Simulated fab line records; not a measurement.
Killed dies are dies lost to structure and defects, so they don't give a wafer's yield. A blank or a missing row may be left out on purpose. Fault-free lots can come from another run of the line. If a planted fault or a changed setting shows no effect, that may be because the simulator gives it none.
Which of the tools did it?	flow nand-harc	Sampling: 24 lots, 72 wafers, 5 of 1159 route steps

## WHAT THE GAUGES SHOWED, per wafer
NHARC_P_M0_CD_MEAS_16. Usual: cd-nm reads 90.2 nm (standard deviation 1).
lot	measured	on	cd-nm (nm)	flag
L074	day 5 10:33	cd-sem-03	90.0 90.1 89.7	
L075	day 6 06:02	cd-sem-03	91.8 90.0 90.9	
L078	day 6 19:29	cd-sem-02	90.7 89.1 89.5	
L076	day 6 20:03	cd-sem-03	91.4 89.9 88.5	
L077	day 6 20:13	cd-sem-02	89.0 91.0 90.0	
L080	day 7 05:10	cd-sem-03	89.6 90.6 89.4	
L079	day 7 05:43	cd-sem-01	89.3 92.7 91.1	
L082	day 7 15:03	cd-sem-02	91.9 90.9 90.8	
L081	day 7 18:32	cd-sem-01	90.5 89.7 91.0	
L083	day 8 09:53	cd-sem-03	87.8 90.5 89.4	
L085	day 8 09:13	cd-sem-02	90.3 89.5 90.3	
L084	day 8 11:52	cd-sem-02	87.9 90.7 88.6	
L087	day 8 21:22	cd-sem-01	88.3 91.6 88.6	
L086	day 8 22:12	cd-sem-02	91.1 90.3 90.5	
L089	day 9 08:38	cd-sem-01	89.1 90.6 90.9	
L088	day 9 08:59	cd-sem-02	91.0 91.4 90.1	
L090	day 10 03:29	cd-sem-01	90.3 89.5 88.8	
L091	day 10 03:37	cd-sem-01	92.2 91.3 90.5	
L092	day 10 10:45	cd-sem-01	90.2 92.0 89.5	
L093	day 10 15:05	cd-sem-03	90.5 91.6 91.2	
L094	day 10 21:07	cd-sem-02	90.6 89.1 89.2	
L095	day 11 11:03	cd-sem-03	89.9 90.3 90.4	
L096	day 11 09:47	cd-sem-03	90.9 89.2 91.1	
L097	day 11 11:11	cd-sem-01	90.1 90.0 91.1	

## WHICH TOOL RAN EACH LOT (tool, then ch and the chambers of the sampled wafers, then the start)
lot	NHARC_P_GATE_STRIP_108	NHARC_P_GATE_RTA_64	NHARC_P_CONTACT_DEP_00	NHARC_P_M0_ETCH_34
L074	rie-diel-10 ch 0,1,3, day 4 10:17	rtp-anneal-01 ch 0, day 5 02:52	pecvd-01 ch 1,2, day 5 10:21 or earlier	rie-diel-11 ch 0,1,2, day 5 10:21
L075	rie-diel-10 ch 0,1,3, day 4 22:56	rtp-anneal-02 ch 0, day 5 15:08	pecvd-04 ch 0,1,2, day 6 05:49 or earlier	rie-diel-07 ch 0,1,3, day 6 05:49
L078	rie-diel-03 ch 0,2, day 5 11:41	rtp-anneal-02 ch 0, day 6 04:08	pecvd-01 ch 1,2, day 6 19:16 or earlier	rie-diel-04 ch 0,2,3, day 6 19:16
L076	rie-diel-10 ch 1,2, day 5 12:04	rtp-anneal-01 ch 0, day 6 04:34	pecvd-01 ch 0,1,2, day 6 19:50 or earlier	rie-diel-07 ch 0,2,3, day 6 19:50
L077	rie-diel-03 ch 0,1,3, day 5 12:10	rtp-anneal-01 ch 0, day 6 04:54	pecvd-04 ch 0,1,2, day 6 20:00 or earlier	rie-diel-11 ch 1,2,3, day 6 20:00
L080	rie-diel-10 ch 0,2,3, day 6 01:56	rtp-anneal-01 ch 0, day 6 18:11	pecvd-03 ch 0,1, day 7 04:57 or earlier	rie-diel-11 ch 1,2, day 7 04:57
L079	rie-diel-10 ch 1,2,3, day 6 02:41	rtp-anneal-01 ch 0, day 6 21:10	pecvd-01 ch 0,1,2, day 7 05:28 or earlier	rie-diel-07 ch 1,3, day 7 05:28
L082	rie-diel-10 ch 0,3, day 6 13:20	rtp-anneal-01 ch 0, day 7 05:36	pecvd-01 ch 0,1,2, day 7 14:49 or earlier	rie-diel-04 ch 1,3, day 7 14:49
L081	rie-diel-03 ch 0,2,3, day 6 13:34	rtp-anneal-02 ch 0, day 7 07:50	pecvd-01 ch 0,1, day 7 18:20 or earlier	rie-diel-04 ch 1,2,3, day 7 18:20
L083	rie-diel-12 ch 0,1, day 7 06:34	rtp-anneal-02 ch 0, day 8 01:32	pecvd-04 ch 0,1,2, day 8 09:40 or earlier	rie-diel-07 ch 1,2, day 8 09:40
L085	rie-diel-10 ch 0,1,3, day 7 07:00	rtp-anneal-01 ch 0, day 7 23:49	pecvd-04 ch 0,1,2, day 8 09:01 or earlier	rie-diel-11 ch 1,2, day 8 09:01
L084	rie-diel-03 ch 2,3, day 7 07:22	rtp-anneal-02 ch 0, day 8 04:27	pecvd-03 ch 0,1, day 8 11:39 or earlier	rie-diel-11 ch 1,2,3, day 8 11:39
L087	rie-diel-12 ch 0,1,3, day 7 21:04	rtp-anneal-02 ch 0, day 8 13:48	pecvd-01 ch 0,2, day 8 21:08 or earlier	rie-diel-07 ch 0,1, day 8 21:08
L086	rie-diel-12 ch 0,1,3, day 7 21:38	rtp-anneal-01 ch 0, day 8 14:25	pecvd-03 ch 0,1, day 8 21:59 or earlier	rie-diel-07 ch 0,2, day 8 21:59
L089	rie-diel-03 ch 0,1,3, day 8 04:56	rtp-anneal-01 ch 0, day 8 21:25	pecvd-03 ch 0,1, day 9 08:25 or earlier	rie-diel-07 ch 0,1,2, day 9 08:25
L088	rie-diel-03 ch 0,1,3, day 8 05:37	rtp-anneal-01 ch 0, day 9 00:47	pecvd-04 ch 1,2, day 9 08:47 or earlier	rie-diel-04 ch 0,1,2, day 9 08:47
L090	rie-diel-10 ch 0,1,2, day 8 19:32	rtp-anneal-02 ch 0, day 9 12:22	pecvd-03 ch 0,1,2, day 10 03:16 or earlier	rie-diel-11 ch 0,1, day 10 03:16
L091	rie-diel-12 ch 2,3, day 8 20:07	rtp-anneal-01 ch 0, day 9 12:50	pecvd-01 ch 0,1,2, day 10 03:24 or earlier	rie-diel-04 ch 0,3, day 10 03:24
L092	rie-diel-03 ch 0,1,2, day 9 07:35	rtp-anneal-02 ch 0, day 10 00:26	pecvd-01 ch 0,1,2, day 10 10:31 or earlier	rie-diel-07 ch 0,1, day 10 10:31
L093	rie-diel-03 ch 0,2,3, day 9 11:59	rtp-anneal-02 ch 0, day 10 04:19	pecvd-03 ch 0,1,2, day 10 14:52 or earlier	rie-diel-04 ch 0,1,3, day 10 14:52
L094	rie-diel-03 ch 0,1,3, day 9 19:05	rtp-anneal-02 ch 0, day 10 13:29	pecvd-01 ch 0,1,2, day 10 20:55 or earlier	rie-diel-11 ch 1,2,3, day 10 20:55
L095	rie-diel-10 ch 2,3, day 10 02:13	rtp-anneal-02 ch 0, day 10 20:54	pecvd-03 ch 0,2, day 11 10:50 or earlier	rie-diel-11 ch 1,2,3, day 11 10:50
L096	rie-diel-10 ch 1,2,3, day 10 03:05	rtp-anneal-02 ch 0, day 10 19:31	pecvd-03 ch 0,1,2, day 11 09:34 or earlier	rie-diel-11 ch 1,3, day 11 09:34
L097	rie-diel-12 ch 0,2,3, day 10 07:02	rtp-anneal-02 ch 0, day 10 23:49	pecvd-03 ch 0,1,2, day 11 10:59 or earlier	rie-diel-07 ch 0,1, day 11 10:59
- NHARC_P_GATE_STRIP_108: strips in O2.
- NHARC_P_GATE_RTA_64: time 1 s.
- NHARC_P_CONTACT_DEP_00: deposits SiO2, target thk 500 nm.
- NHARC_P_M0_ETCH_34: etches the open film in N2/H2, target depth 40 nm, overetch 12 nm, time 43.94 s.

## AS READ BY THE TOOLS THEMSELVES (means over the sampled wafers that have a number; for cases with no such wafer, the mark the record gives instead)
NHARC_P_GATE_STRIP_108. Usual: drypump-motor-current-A 5.6 A, standard deviation 0.52; oes-product-au 1.003 a.u., standard deviation 0.018; rf-vpp-V 57.8 V, standard deviation 0.92; showerhead-plenum-p-Torr 3.54 Torr, standard deviation 0.12; throttle-valve-pct 17.036 %, standard deviation 0.01.
lot	tool	drypump-motor-current-A (A)	oes-product-au (a.u.)	rf-vpp-V (V)	showerhead-plenum-p-Torr (Torr)	throttle-valve-pct (%)	flag
L074	rie-diel-10	5.9	1.015	57.0	3.50	17.044	
L075	rie-diel-10	5.9	1.009	57.7	3.50	17.038	
L078	rie-diel-03	5.1	1.007	57.5	3.58	17.035	
L076	rie-diel-10	6.3	1.023	57.4	3.43	17.037	
L077	rie-diel-03	5.4	1.008	57.3	3.57	17.043	
L080	rie-diel-10	5.4	0.995	57.7	3.44	17.021	
L079	rie-diel-10	5.9	1.026	58.2	3.39	17.033	
L082	rie-diel-10	5.4	0.993	57.9	3.46	17.046	
L081	rie-diel-03	5.5	1.022	57.0	3.58	17.033	
L083	rie-diel-12	5.7	0.982	57.6	3.57	17.033	
L085	rie-diel-10	5.9	1.005	57.9	3.49	17.033	
L084	rie-diel-03	5.5	1.025	58.0	3.61	17.037	
L087	rie-diel-12	5.6	0.993	58.5	3.56	17.029	
L086	rie-diel-12	5.6	0.978	58.2	3.56	17.033	
L089	rie-diel-03	5.3	1.009	57.0	3.56	17.031	
L088	rie-diel-03	5.3	1.005	57.3	3.56	17.033	
L090	rie-diel-10	5.8	1.003	57.9	3.47	17.033	
L091	rie-diel-12	5.6	0.979	57.9	3.65	17.032	
L092	rie-diel-03	5.1	1.001	58.3	3.59	17.041	
L093	rie-diel-03	5.5	1.024	57.1	3.56	17.041	
L094	rie-diel-03	5.4	0.997	58.0	3.55	17.035	
L095	rie-diel-10	5.4	0.991	57.8	3.34	17.042	
L096	rie-diel-10	5.9	1.014	57.6	3.38	17.037	
L097	rie-diel-12	5.7	0.984	59.4	3.64	17.038	

NHARC_P_GATE_RTA_64. Usual: lamp-power-pct 35 %, standard deviation 7.1; lamp_zone_2_pct 35 %, standard deviation 7.1; wafer_temp_C_max 1054.4, standard deviation 1.1.
lot	tool	lamp-power-pct (%)	lamp_zone_2_pct (%)	wafer_temp_C_max	flag
L074	rtp-anneal-01	42	43	1055.3	
L075	rtp-anneal-02	28	28	1053.5	
L078	rtp-anneal-02	28	28	1053.2	
L076	rtp-anneal-01	43	42	1055.6	
L077	rtp-anneal-01	42	43	1054.8	
L080	rtp-anneal-01	43	43	1056.0	
L079	rtp-anneal-01	42	42	1056.0	
L082	rtp-anneal-01	42	42	1055.0	
L081	rtp-anneal-02	28	28	1053.6	
L083	rtp-anneal-02	28	28	1053.4	
L085	rtp-anneal-01	43	43	1054.8	
L084	rtp-anneal-02	28	28	1053.4	
L087	rtp-anneal-02	28	28	1054.9	
L086	rtp-anneal-01	42	43	1054.5	
L089	rtp-anneal-01	43	43	1054.3	
L088	rtp-anneal-01	43	43	1055.6	
L090	rtp-anneal-02	28	28	1054.3	
L091	rtp-anneal-01	43	42	1054.1	
L092	rtp-anneal-02	28	28	1053.6	
L093	rtp-anneal-02	28	28	1054.5	
L094	rtp-anneal-02	28	28	1053.9	
L095	rtp-anneal-02	28	28	1054.1	
L096	rtp-anneal-02	28	28	1053.8	
L097	rtp-anneal-02	28	28	1054.5	

NHARC_P_CONTACT_DEP_00. Usual: heater-power-w 579 W, standard deviation 71; throttle-valve-pct 16.1 %, standard deviation 0.33.
lot	tool	heater-power-w (W)	throttle-valve-pct (%)	flag
L074	pecvd-01	609	15.9	
L075	pecvd-04	525	16.0	
L078	pecvd-01	611	15.9	
L076	pecvd-01	642	16.0	
L077	pecvd-04	581	15.9	
L080	pecvd-03	533	16.0	
L079	pecvd-01	593	16.1	
L082	pecvd-01	589	16.0	
L081	pecvd-01	582	16.1	
L083	pecvd-04	523	16.1	
L085	pecvd-04	506	16.0	
L084	pecvd-03	609	16.3	
L087	pecvd-01	569	16.1	
L086	pecvd-03	550	16.2	
L089	pecvd-03	551	16.2	
L088	pecvd-04	479	16.5	
L090	pecvd-03	551	16.2	
L091	pecvd-01	620	16.0	
L092	pecvd-01	586	16.1	
L093	pecvd-03	579	16.4	
L094	pecvd-01	620	16.1	
L095	pecvd-03	539	16.0	
L096	pecvd-03	533	16.4	
L097	pecvd-03	593	16.3	

NHARC_P_M0_ETCH_34. Usual: drypump-motor-current-A 5.7 A, standard deviation 0.45; oes-product-au 0.998 a.u., standard deviation 0.014; rf-vpp-V 431.4 V, standard deviation 2.7; showerhead-plenum-p-Torr 2.07 Torr, standard deviation 0.097; throttle-valve-pct 14.170 %, standard deviation 0.0094.
lot	tool	drypump-motor-current-A (A)	oes-product-au (a.u.)	rf-vpp-V (V)	showerhead-plenum-p-Torr (Torr)	throttle-valve-pct (%)	flag
L074	rie-diel-11	5.8	0.993	431.2	2.05	14.177	
L075	rie-diel-07	5.7	1.000	431.8	2.09	14.163	
L078	rie-diel-04	5.4	0.988	429.6	1.99	14.168	
L076	rie-diel-07	5.6	1.009	431.2	2.09	14.180	
L077	rie-diel-11	5.9	0.987	431.5	2.10	14.171	
L080	rie-diel-11	5.9	0.985	431.9	2.09	14.174	
L079	rie-diel-07	5.9	0.982	434.5	2.18	14.173	
L082	rie-diel-04	6.1	1.005	432.3	2.11	14.167	
L081	rie-diel-04	5.8	0.990	431.0	2.05	14.167	
L083	rie-diel-07	5.4	1.011	433.7	2.18	14.170	
L085	rie-diel-11	5.9	0.992	432.0	2.09	14.170	
L084	rie-diel-11	5.9	0.999	431.8	2.10	14.176	
L087	rie-diel-07	5.3	1.012	429.6	2.01	14.162	
L086	rie-diel-07	5.0	1.017	431.9	2.10	14.164	
L089	rie-diel-07	5.3	1.008	431.9	2.10	14.170	
L088	rie-diel-04	5.7	0.982	432.6	2.09	14.169	
L090	rie-diel-11	5.7	1.004	429.5	2.01	14.171	
L091	rie-diel-04	5.3	0.982	428.2	1.95	14.177	
L092	rie-diel-07	5.3	1.013	429.6	2.01	14.175	
L093	rie-diel-04	5.7	0.989	431.0	2.05	14.159	
L094	rie-diel-11	5.9	1.014	432.3	2.10	14.171	
L095	rie-diel-11	5.8	1.002	432.3	2.09	14.171	
L096	rie-diel-11	5.9	1.004	432.1	2.10	14.157	
L097	rie-diel-07	5.3	1.003	428.6	2.01	14.172	

## THE ANSWER, worked out from the rows above alone
Rule: lot off if the mean of its wafers having a number is beyond 3 standard deviations from the usual mean. Also off: a lot with no number at a reading for which 4 or more lots have one. The other lots that the step has rows for count as sound. First the gauges in route order, then the tools' own readings, where a lot's mean is used as printed above. The first step at which some lot is off is used, and at that step the reading that is off furthest; a lot without a number counts as furthest.
No lot is off at any reading shown: from this, nothing can be told.

## WHAT HAD BEEN PUT IN BY THE SIMULATOR
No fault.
